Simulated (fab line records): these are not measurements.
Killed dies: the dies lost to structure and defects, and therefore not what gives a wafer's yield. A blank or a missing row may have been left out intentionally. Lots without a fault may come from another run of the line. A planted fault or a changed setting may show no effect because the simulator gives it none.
Chamber matching ; flow n5 finfet ; 4 sister chambers for N5_HKMG_FIN_ALD_71 on ald metal-01
The step deposits TiN, target thk 1 nm, pulse time 1 s, purge time 3 s. 14 wafers are shown with their chamber, then 7 later ones without.

== WAFERS, EACH WITH ITS CHAMBER ==
wafer;chamber;heater power w (W);precursor pulse height rel
L075.1;3;714;0.981
L075.4;2;996;0.987
L075.5;3;711;1.013
L077.2;0;691;0.993
L077.3;2;987;0.961
L077.6;2;956;0.972
L081.1;2;975;0.984
L081.3;0;695;0.982
L081.6;2;981;1.001
L090.1;3;726;0.958
L090.4;0;709;1.022
L090.5;1;813;0.995
L093.3;0;691;0.983
L093.5;2;976;0.967

SIGNATURES, as means of the wafers listed above
reading;chamber 0;chamber 1;chamber 2;chamber 3;scatter within a chamber
heater power w;696.50;813.00;978.50;717.00;11.2
precursor pulse height rel;0.99500;0.99500;0.97867;0.98400;0.0191
Rule: a wafer's distance from a chamber is the root of the sum, over the readings, of the square of ((its reading less the chamber's mean) divided by the reading's scatter). If the next closest chamber is less than 2 further off than the closest, the wafer can't be placed; otherwise it belongs to the closest. The scatter: take each reading less its chamber's mean, square it, sum over the shown wafers, divide by the number of wafers less the number of chambers, and take the root.

== WAFERS WITHOUT THEIR CHAMBER ==
wafer;heater power w (W);precursor pulse height rel
L093.6;831;0.985
L097.1;705;1.015
L097.2;719;1.001
L097.3;993;1.014
L097.4;822;0.973
L097.5;976;0.987
L097.6;731;0.987

== CHAMBER TAKEN BY EACH ==
wafer;from the rows above;in truth
L093.6;1;1
L097.1;can't be placed: 0 or 3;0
L097.2;can't be placed: 3 or 0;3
L097.3;2;2
L097.4;1;1
L097.5;2;2
L097.6;can't be placed: 3 or 0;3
Correctly placed: 4 of 7. These rows do not allow placing 3 (true chamber among the candidates in 3). Wrongly placed: 0.
